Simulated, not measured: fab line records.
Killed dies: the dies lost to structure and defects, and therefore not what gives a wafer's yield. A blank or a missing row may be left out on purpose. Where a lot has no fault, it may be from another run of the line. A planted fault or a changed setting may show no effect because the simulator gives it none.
A struck lot beside a sound one + flow nand harc + 41 out of 1302 route steps
Sound: wafers L317.1, L317.3, L317.4. Struck: wafers L316.1, L316.3 (left out: L316.2, a lot-mate that was not struck); the cause follows at the end.
Order at every step that has rows: each side's tool, ch and its chambers, its first start. Under that, the readings that differ: sound wafers + struck wafers + difference of the means + sigmas: that difference in standard deviations of wafers without a fault.
alike: same words and numbers on both sides, and readings whose means sit less than 2 such deviations apart. not compared: any withheld reading, any reading some wafer has no value for, any bound like >300 that may hide the same value, and any number with overlapping values for which the record gives no deviation.
A row with sigmas, a row that says differs or no value, or rows on one side alone: a step with any of these is where the two part. Numbers that have no deviation but don't overlap get no sigmas and don't part them. Lack of a reading on every wafer of one side parts them only where that side has two or more wafers.

first, 3 steps without rows for these wafers: NHARC_A_CONTACT_EXPOSE_05 (exposes mask A CC); NHARC_A_CONTACT_PEB_06 (peb time 65 s); NHARC_A_CONTACT_DEVELOP_07 (develop time 35 s).
NHARC_A_CONTACT_CD_MEAS_08: target cd 200 nm.
  sound on cd sem-01 ch 0, day 27 07:55; struck on cd sem-03 ch 0, day 26 15:44
  alike: cd nm
NHARC_A_CONTACT_OVL_MEAS_09:
  sound on overlay-01, day 27 08:01; struck on overlay-01, day 26 15:50
| reading           | sound        | struck  | difference | sigmas |
|-------------------|--------------|---------|------------|--------|
| overlay x nm (nm) | 0.0 -0.2 0.2 | 1.5 1.6 | +1.6       | +2     |
  alike: overlay y nm
NHARC_A_CONTACT_INSPECT_10:
  sound on defect inspect-01, day 27 08:03; struck on defect inspect-02, day 26 15:52
  alike: raw defect count
then, 2 steps without rows for these wafers: NHARC_A_CONTACT_DESCUM_13 (chemistry O2, time 3 s); NHARC_A_CONTACT_ETCH_88 (etches the open film in CF4, target depth 39 nm, time 65 s).
NHARC_A_CONTACT_ETCH_89: etches the open film in N2/H2, target depth 260 nm, time 475.3 s.
  sound: rie diel-11 ch 0,2,3; struck: rie diel-10 ch 1,3
| reading               | sound             | struck      | difference | sigmas |
|-----------------------|-------------------|-------------|------------|--------|
| oes product au (a.u.) | 1.008 1.012 1.015 | 0.977 0.989 | -0.029     | -2     |
  alike: drypump motor current A, h2 flow sccm, mfc ar sccm, rf vpp V, showerhead plenum p Torr, throttle valve pct
  not compared: rf hours counter h
NHARC_A_CONTACT_ETCH_30: etches the open film in CF4/CHF3, target depth 72.6 nm, time 36.3 s.
  sound: rie diel-11 ch 1,2,3; struck: rie diel-10 ch 2,3
  alike: chf3 flow sccm, drypump motor current A, mfc ar sccm, oes product au, rf vpp V, showerhead plenum p Torr, throttle valve pct
  not compared: rf hours counter h
then, 2 steps without rows for these wafers: NHARC_A_CONTACT_ETCH_31 (etches the open film in O2/COS, target depth 2800 nm, time 728 s); NHARC_A_CONTACT_ETCH_134 (etches the open film in C4F8/O2/Ar, time 140 s, target depth 700 nm).
NHARC_A_CONTACT_ETCH_135: etches the open film in C4F8/O2/Ar, time 311 s, target depth 1912 nm.
  sound on har cap etch-01 ch 0,1, day 27 09:55; struck on har cap etch-03 ch 1, day 26 17:16
  not compared: rf hours counter h
then, 5 steps without rows for these wafers: NHARC_A_CONTACT_ETCH_136 (etches the open film in C4F8/O2/Ar, time 311 s, target depth 1912 nm); NHARC_A_CONTACT_ETCH_137 (etches the open film in C4F8/O2/Ar, time 311 s, target depth 1912 nm); NHARC_A_CONTACT_ETCH_138 (etches the open film in C4F8/O2/Ar, time 311 s, target depth 1914 nm); NHARC_A_CONTACT_ETCH_139 (etches the open film in C4F8/O2/Ar, time 195 s, target depth 840 nm); NHARC_A_CONTACT_ETCH_92 (etches the open film in CH3F/O2, target depth 40 nm, time 85.7 s).
NHARC_A_CONTACT_ETCH_98: etches the open film in C4F6/O2, target depth 20 nm, time 10 s.
  sound on rie diel-09 ch 0,1,3, day 27 11:44; struck on rie diel-10 ch 0,1
  alike: drypump motor current A, mfc ar sccm, oes product au, rf vpp V, showerhead plenum p Torr, throttle valve pct
  not compared: rf hours counter h
NHARC_A_CONTACT_CD_MEAS_15:
  sound on cd sem-02, day 27 11:49; struck on cd sem-02, day 26 19:07
  alike: cd nm
then, 3 steps without rows for these wafers: NHARC_A_CONTACT_STRIP_107 (strips in N2/H2); NHARC_A_CONTACT_STRIP_108 (strips in CF4/CHF3); NHARC_A_CONTACT_STRIP_109 (strips in O2/COS).
NHARC_A_CONTACT_ETCH_110: etches the open film in CF4/O2, target depth 60 nm, overetch 6 nm, time 33 s.
  sound on rie diel-10 ch 0,2,3, day 27 12:11; struck on rie diel-10 ch 0,1, day 26 19:25
| reading                | sound | struck | difference | sigmas |
|------------------------|-------|--------|------------|--------|
| rf hours counter h (h) | 7 6 9 | 3 3    | -4         |        |
  alike: drypump motor current A, mfc ar sccm, oes product au, rf vpp V, showerhead plenum p Torr, throttle valve pct
then, 2 steps without rows for these wafers: NHARC_A_CONTACT_STRIP_26 (strips in O2); NHARC_A_CONTACT_STRIP_27 (strips in post etch residue remover, time 600 s).
NHARC_A_CONTACT_ALD_18: deposits TiN, target thk 3 nm, pulse time 1 s, ald cycles 150.
  sound on ald metal-04 ch 1,2,3, day 27 12:51; struck on ald metal-04 ch 1,3, day 26 20:04
  alike: heater power w, precursor pulse height rel
then, 13 steps without rows for these wafers: NHARC_A_CONTACT_CVD_19 (deposits W, target thk 300 nm, time 802 s); NHARC_A_CONTACT_CMP_20 (polishes, t overpolish 30 s, target thk 300 nm); NHARC_A_CONTACT_SRD_22; NHARC_A_BLC_DEHYDRATE_00 (time 120 s); NHARC_A_BLC_HMDS_01 (time 30 s); NHARC_A_BLC_COAT_02 (time 75 s); NHARC_A_BLC_COAT_03 (time 65 s); NHARC_A_BLC_COAT_04 (resist thk 90 nm); NHARC_A_BLC_SOFTBAKE_05 (time 55 s); NHARC_A_BLC_EBR_06; NHARC_A_BLC_EXPOSE_07 (exposes mask A BLC, target cd 100 nm); NHARC_A_BLC_PEB_08 (peb time 65 s); NHARC_A_BLC_DEVELOP_09 (develop time 35 s).
NHARC_END_SORT_01:
  sound on prober-02 ch 0, day 29 18:00; struck on prober-01 ch 0, day 28 17:29
| reading         | sound | struck  | difference | sigmas |
|-----------------|-------|---------|------------|--------|
| killed at array | 67 58 | 142 144 | +80        | +3     |
| killed dies     | 72 64 | 145 149 | +79        | +3     |
  alike: killed at other, killed at periphery, killed open, killed short

== WHERE THEY PART ==
Earliest at NHARC_A_CONTACT_OVL_MEAS_09; latest, in this record, at NHARC_END_SORT_01.

WHY: the cause the simulator had injected
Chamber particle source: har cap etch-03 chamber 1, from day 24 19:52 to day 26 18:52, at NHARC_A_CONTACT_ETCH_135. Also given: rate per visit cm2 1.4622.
